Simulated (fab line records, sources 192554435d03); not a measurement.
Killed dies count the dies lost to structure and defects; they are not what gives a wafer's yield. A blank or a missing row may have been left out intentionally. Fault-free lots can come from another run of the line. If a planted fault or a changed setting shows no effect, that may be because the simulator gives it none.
What tool caused it? | flow n5 finfet | 72 wafers from 24 lots sampled at 6 of the route's 1938 steps

## WHAT THE GAUGES READ, wafer by wafer
N5_BEOL_M14_INSPECT_30: inspects for defects (macro). Usual: raw defect count reads 2.0 (standard deviation 1.2).
lot  | measured     | on                | raw defect count | flag
L074 | day 11 19:55 | defect inspect-02 | 1 2 3            |
L075 | day 12 03:01 | defect inspect-02 | 2 0 3            |
L076 | day 12 08:22 | defect inspect-01 | 2 2 3            |
L079 | day 12 11:58 | defect inspect-01 | 3 0 3            |
L078 | day 12 12:37 | defect inspect-01 | 1 3 0            |
L077 | day 12 18:31 | defect inspect-02 | 1 1 1            |
L080 | day 13 09:07 | defect inspect-01 | 2 4 2            |
L083 | day 13 12:25 | defect inspect-02 | 2 1 3            |
L081 | day 13 19:20 | defect inspect-01 | 2 2 2            |
L082 | day 13 19:29 | defect inspect-02 | 1 0 1            |
L084 | day 13 23:07 | defect inspect-01 | 4 1 3            |
L085 | day 14 08:15 | defect inspect-01 | 0 1 1            |
L087 | day 15 04:31 | defect inspect-01 | 1 1 1            |
L086 | day 15 05:13 | defect inspect-01 | 5 1 3            |
L089 | day 15 11:23 | defect inspect-02 | 4 4 2            |
L088 | day 15 21:02 | defect inspect-02 | 4 1 3            |
L091 | day 15 21:26 | defect inspect-01 | 4 3 2            |
L090 | day 15 21:52 | defect inspect-01 | 1 3 1            |
L093 | day 16 04:31 | defect inspect-01 | 3 1 0            |
L092 | day 16 17:49 | defect inspect-02 | 4 4 1            |
L094 | day 17 04:02 | defect inspect-01 | 1 4 2            |
L095 | day 17 08:20 | defect inspect-01 | 1 3 1            |
L096 | day 17 10:52 | defect inspect-02 | 2 1 4            |
L097 | day 17 17:58 | defect inspect-01 | 4 3 2            |

N5_BEOL_M14_OCD_MEAS_35. Usual: trench depth nm reads 562 nm (standard deviation 15).
lot  | measured     | on     | trench depth nm (nm) | flag
L074 | day 11 20:34 | ocd-02 | 567 552 543          |
L075 | day 12 04:02 | ocd-02 | 573 580 575          |
L076 | day 12 09:19 | ocd-01 | 544 548 552          |
L079 | day 12 12:37 | ocd-02 | 583 584 589          |
L078 | day 12 13:17 | ocd-01 | 570 580 569          |
L077 | day 12 19:13 | ocd-01 | 581 546 571          |
L080 | day 13 09:55 | ocd-02 | 582 583 549          |
L083 | day 13 13:10 | ocd-01 | 544 540 571          |
L081 | day 13 20:18 | ocd-01 | 568 569 571          |
L082 | day 13 20:28 | ocd-01 | 541 553 569          |
L084 | day 13 23:56 | ocd-02 | 574 577 541          |
L085 | day 14 08:54 | ocd-01 | 539 536 569          |
L087 | day 15 05:09 | ocd-02 | 574 574 571          |
L086 | day 15 05:53 | ocd-02 | 575 543 580          |
L089 | day 15 12:02 | ocd-02 | 539 565 567          |
L088 | day 15 21:53 | ocd-01 | 545 570 541          |
L091 | day 15 22:11 | ocd-01 | 571 572 533          |
L090 | day 15 22:32 | ocd-01 | 567 557 560          |
L093 | day 16 05:09 | ocd-02 | 563 543 545          |
L092 | day 16 18:28 | ocd-02 | 542 571 535          |
L094 | day 17 04:43 | ocd-02 | 571 568 570          |
L095 | day 17 08:59 | ocd-02 | 581 567 577          |
L096 | day 17 11:41 | ocd-01 | 573 546 573          |
L097 | day 17 18:36 | ocd-01 | 572 540 536          |

N5_BEOL_M14_THK_MEAS_50: measures by xrf. Usual: M14_THK 546 nm, standard deviation 15.
lot  | measured     | on            | M14_THK (nm) | flag
L074 | day 12 00:53 | film metro-02 | 551 534 530  |
L075 | day 12 12:18 | film metro-01 | 554 563 559  |
L076 | day 12 12:45 | film metro-02 | 536 540 543  |
L079 | day 12 15:56 | film metro-01 | 564 566 574  |
L078 | day 12 17:02 | film metro-02 | 564 573 561  |
L077 | day 12 21:10 | film metro-01 | 566 531 558  |
L080 | day 13 16:00 | film metro-01 | 563 565 533  |
L083 | day 13 16:55 | film metro-01 | 528 524 555  |
L081 | day 13 21:50 | film metro-01 | 553 555 557  |
L082 | day 13 22:04 | film metro-01 | 527 538 551  |
L084 | day 14 03:12 | film metro-01 | 553 553 523  |
L085 | day 14 13:19 | film metro-01 | 525 516 553  |
L087 | day 15 06:50 | film metro-02 | 563 560 562  |
L086 | day 15 09:56 | film metro-01 | 550 523 559  |
L089 | day 15 14:55 | film metro-01 | 523 543 548  |
L088 | day 16 00:08 | film metro-01 | 529 547 524  |
L091 | day 16 00:23 | film metro-02 | 554 558 519  |
L090 | day 16 00:36 | film metro-02 | 553 544 549  |
L093 | day 16 08:07 | film metro-01 | 540 527 529  |
L092 | day 16 20:42 | film metro-01 | 525 551 521  |
L094 | day 17 08:09 | film metro-02 | 554 549 556  |
L095 | day 17 11:05 | film metro-01 | 554 543 551  |
L096 | day 17 17:49 | film metro-02 | 563 536 563  |
L097 | day 17 22:52 | film metro-02 | 562 529 522  |

N5_BEOL_M15_INSPECT_12: inspects for defects (macro). Usual: raw defect count reads 2.0 (standard deviation 1.4).
lot  | measured     | on                | raw defect count | flag
L074 | day 12 01:48 | defect inspect-02 | 2 0 2            |
L075 | day 12 13:20 | defect inspect-02 | 2 0 0            |
L076 | day 12 13:33 | defect inspect-01 | 2 5 2            |
L079 | day 12 16:43 | defect inspect-01 | 4 2 1            |
L078 | day 12 17:57 | defect inspect-01 | 1 4 4            |
L077 | day 12 21:58 | defect inspect-02 | 4 2 4            |
L080 | day 13 16:56 | defect inspect-01 | 1 2 3            |
L083 | day 13 17:43 | defect inspect-01 | 1 2 2            |
L081 | day 13 22:46 | defect inspect-01 | 3 2 4            |
L082 | day 13 22:59 | defect inspect-02 | 4 1 4            |
L084 | day 14 04:00 | defect inspect-01 | 1 2 2            |
L085 | day 14 14:16 | defect inspect-02 | 3 2 1            |
L087 | day 15 07:52 | defect inspect-02 | 3 1 0            |
L086 | day 15 10:59 | defect inspect-02 | 3 0 1            |
L089 | day 15 15:43 | defect inspect-01 | 4 3 2            |
L088 | day 16 01:03 | defect inspect-01 | 2 4 5            |
L091 | day 16 01:19 | defect inspect-02 | 0 3 2            |
L090 | day 16 01:24 | defect inspect-02 | 4 0 2            |
L093 | day 16 08:57 | defect inspect-02 | 2 1 0            |
L092 | day 16 21:32 | defect inspect-01 | 3 3 3            |
L094 | day 17 08:57 | defect inspect-02 | 1 1 4            |
L095 | day 17 12:07 | defect inspect-01 | 2 1 2            |
L096 | day 17 18:44 | defect inspect-01 | 0 2 2            |
L097 | day 17 23:52 | defect inspect-02 | 2 1 1            |

## WHAT TOOL EACH LOT RAN ON (gives the tool, then ch and the chambers of the sampled wafers, and finally the start)
lot  | N5_BEOL_M13_DEP_53              | N5_BEOL_M14_STRIP_64
L074 | pecvd-04 ch 0,1, day 11 18:08   | rie diel-01 ch 0,1,2, day 11 19:55 or earlier
L075 | pecvd-04 ch 0,1, day 12 01:29   | rie diel-01 ch 0,1,3, day 12 03:01 or earlier
L076 | pecvd-04 ch 0,1,2, day 12 06:35 | rie diel-01 ch 1,2,3, day 12 08:22 or earlier
L079 | pecvd-01 ch 0,1,2, day 12 10:19 | rie diel-03 ch 0,1,3, day 12 11:58 or earlier
L078 | pecvd-01 ch 0,1, day 12 10:46   | rie diel-03 ch 0,1,2, day 12 12:37 or earlier
L077 | pecvd-02 ch 0,1,2, day 12 16:44 | rie diel-03 ch 0,2,3, day 12 18:31 or earlier
L080 | pecvd-04 ch 0, day 13 07:27     | rie diel-03 ch 0,2, day 13 09:07 or earlier
L083 | pecvd-01 ch 0,2, day 13 10:49   | rie diel-03 ch 0,1,3, day 13 12:25 or earlier
L081 | pecvd-02 ch 0,2, day 13 17:33   | rie diel-03 ch 1,2, day 13 19:20 or earlier
L082 | pecvd-02 ch 0,1,2, day 13 17:49 | rie diel-06 ch 1,3, day 13 19:29 or earlier
L084 | pecvd-02 ch 0,1,2, day 13 21:27 | rie diel-06 ch 0,3, day 13 23:07 or earlier
L085 | pecvd-04 ch 0,1,2, day 14 06:35 | rie diel-03 ch 1,2,3, day 14 08:15 or earlier
L087 | pecvd-01 ch 0,1, day 15 02:46   | rie diel-06 ch 0,3, day 15 04:31 or earlier
L086 | pecvd-04 ch 1,2, day 15 03:28   | rie diel-06 ch 0,1,3, day 15 05:13 or earlier
L089 | pecvd-02 ch 0,1,2, day 15 09:44 | rie diel-03 ch 0,1,3, day 15 11:23 or earlier
L088 | pecvd-01 ch 0,1, day 15 19:14   | rie diel-03 ch 0,1,2, day 15 21:02 or earlier
L091 | pecvd-04 ch 0,2, day 15 19:47   | rie diel-01 ch 0,3, day 15 21:26 or earlier
L090 | pecvd-04 ch 0,2, day 15 20:00   | rie diel-06 ch 1,2,3, day 15 21:52 or earlier
L093 | pecvd-04 ch 0,1,2, day 16 02:44 | rie diel-06 ch 0,1,2, day 16 04:31 or earlier
L092 | pecvd-04 ch 0,1, day 16 16:09   | rie diel-06 ch 1,2,3, day 16 17:49 or earlier
L094 | pecvd-01 ch 1,2, day 17 02:02   | rie diel-06 ch 2,3, day 17 04:02 or earlier
L095 | pecvd-01 ch 0,1, day 17 06:41   | rie diel-03 ch 0,1, day 17 08:20 or earlier
L096 | pecvd-04 ch 0,2, day 17 08:53   | rie diel-01 ch 0,1,2, day 17 10:52 or earlier
L097 | pecvd-01 ch 0,1,2, day 17 16:11 | rie diel-03 ch 0,1,2, day 17 17:58 or earlier
- N5_BEOL_M13_DEP_53: deposits SiCN from 3MS/NH3, target thk 50 nm, time 17.8 s.
- N5_BEOL_M14_STRIP_64: strips in O2.

## WHAT THE TOOLS THEMSELVES READ (means of the sampled wafers that have a number; where no wafer has one, the mark that the record gives instead)
N5_BEOL_M13_DEP_53. Usual: showerhead plenum p Torr 4.153 Torr, standard deviation 0.019; throttle valve pct 18.3 %, standard deviation 1.3.
lot  | tool     | showerhead plenum p Torr (Torr) | throttle valve pct (%) | flag
L074 | pecvd-04 | 4.157                           | 18.4                   |
L075 | pecvd-04 | 4.148                           | 18.5                   |
L076 | pecvd-04 | 4.152                           | 17.9                   |
L079 | pecvd-01 | 4.152                           | 19.1                   |
L078 | pecvd-01 | 4.124                           | 18.9                   |
L077 | pecvd-02 | 4.156                           | 17.8                   |
L080 | pecvd-04 | 4.153                           | 19.0                   |
L083 | pecvd-01 | 4.156                           | 17.8                   |
L081 | pecvd-02 | 4.169                           | 18.4                   |
L082 | pecvd-02 | 4.161                           | 17.6                   |
L084 | pecvd-02 | 4.162                           | 17.7                   |
L085 | pecvd-04 | 4.153                           | 17.8                   |
L087 | pecvd-01 | 4.127                           | 18.9                   |
L086 | pecvd-04 | 4.150                           | 17.4                   |
L089 | pecvd-02 | 4.162                           | 17.8                   |
L088 | pecvd-01 | 4.131                           | 19.0                   |
L091 | pecvd-04 | 4.159                           | 18.3                   |
L090 | pecvd-04 | 4.150                           | 17.5                   |
L093 | pecvd-04 | 4.150                           | 17.7                   |
L092 | pecvd-04 | 4.156                           | 18.5                   |
L094 | pecvd-01 | 4.152                           | 20.2                   |
L095 | pecvd-01 | 4.128                           | 20.1                   |
L096 | pecvd-04 | 4.158                           | 17.6                   |
L097 | pecvd-01 | 4.159                           | 19.1                   |

N5_BEOL_M14_STRIP_64. Usual: drypump motor current A 5.7 A, standard deviation 0.51; o2 flow sccm 225.0 sccm, standard deviation 0.67; oes product au 0.82 a.u., standard deviation 0.087; rf vpp V 3.6 V, standard deviation 0.5; showerhead plenum p Torr 2.13 Torr, standard deviation 0.066; throttle valve pct 16.60 %, standard deviation 0.26.
lot  | tool        | drypump motor current A (A) | o2 flow sccm (sccm) | oes product au (a.u.) | rf vpp V (V) | showerhead plenum p Torr (Torr) | throttle valve pct (%) | flag
L074 | rie diel-01 | 5.7                         | 224.8               | 0.84                  | 3.5          | 2.20                            | 16.37                  |
L075 | rie diel-01 | 6.3                         | 224.5               | 0.86                  | 3.4          | 2.18                            | 16.39                  |
L076 | rie diel-01 | 5.9                         | 225.4               | 0.88                  | 3.9          | 2.18                            | 16.32                  |
L079 | rie diel-03 | 5.5                         | 225.3               | 0.76                  | 3.8          | 2.10                            | 16.69                  |
L078 | rie diel-03 | 5.2                         | 225.1               | 0.77                  | 3.3          | 2.13                            | 16.74                  |
L077 | rie diel-03 | 5.4                         | 225.1               | 0.79                  | 3.9          | 2.09                            | 16.75                  |
L080 | rie diel-03 | 5.1                         | 225.0               | 0.81                  | 3.5          | 2.12                            | 16.81                  |
L083 | rie diel-03 | 5.6                         | 225.4               | 0.76                  | 3.4          | 2.10                            | 16.70                  |
L081 | rie diel-03 | 5.3                         | 225.4               | 0.71                  | 3.8          | 2.14                            | 16.90                  |
L082 | rie diel-06 | 5.8                         | 225.0               | 0.80                  | 3.6          | 2.22                            | 16.72                  |
L084 | rie diel-06 | 5.5                         | 225.1               | 0.90                  | 3.7          | 2.21                            | 16.54                  |
L085 | rie diel-03 | 5.5                         | 225.3               | 0.74                  | 3.4          | 2.10                            | 16.92                  |
L087 | rie diel-06 | 5.5                         | 225.1               | 0.88                  | 3.7          | 2.21                            | 16.57                  |
L086 | rie diel-06 | 5.9                         | 224.6               | 0.93                  | 4.0          | 2.19                            | 16.50                  |
L089 | rie diel-03 | 5.5                         | 225.0               | 0.75                  | 3.6          | 2.09                            | 16.73                  |
L088 | rie diel-03 | 5.2                         | 225.5               | 0.75                  | 3.4          | 2.12                            | 16.79                  |
L091 | rie diel-01 | 6.4                         | 224.2               | 0.80                  | 4.1          | 2.14                            | 16.54                  |
L090 | rie diel-06 | 6.1                         | 224.6               | 0.91                  | 3.9          | 2.14                            | 16.48                  |
L093 | rie diel-06 | 6.2                         | 224.7               | 0.93                  | 4.1          | 2.11                            | 16.38                  |
L092 | rie diel-06 | 6.1                         | 224.7               | 0.90                  | 3.7          | 2.14                            | 16.50                  |
L094 | rie diel-06 | 5.7                         | 225.2               | 0.85                  | 3.7          | 2.16                            | 16.57                  |
L095 | rie diel-03 | 5.4                         | 224.5               | 0.90                  | 3.5          | 2.13                            | 16.40                  |
L096 | rie diel-01 | 5.8                         | 225.3               | 0.78                  | 3.3          | 2.18                            | 16.47                  |
L097 | rie diel-03 | 5.2                         | 225.1               | 0.83                  | 4.1          | 2.12                            | 16.65                  |

## THE ANSWER, worked out from the rows above alone
Rule: a lot counts as off when the mean over its wafers that have a number is more than 3 standard deviations away from the usual mean. Also off: a lot with no number at a reading for which 4 or more lots have one. Any other lot the step has rows for is counted as sound. First the gauges in route order, then the tools' own readings, where a lot's mean is used as printed above. At the first step where some lot is off, the reading lying furthest off is the one used; lots without a number count as furthest.
No lot is off at any reading shown: from this, nothing can be told.

## WHAT THE SIMULATOR HAD INSERTED
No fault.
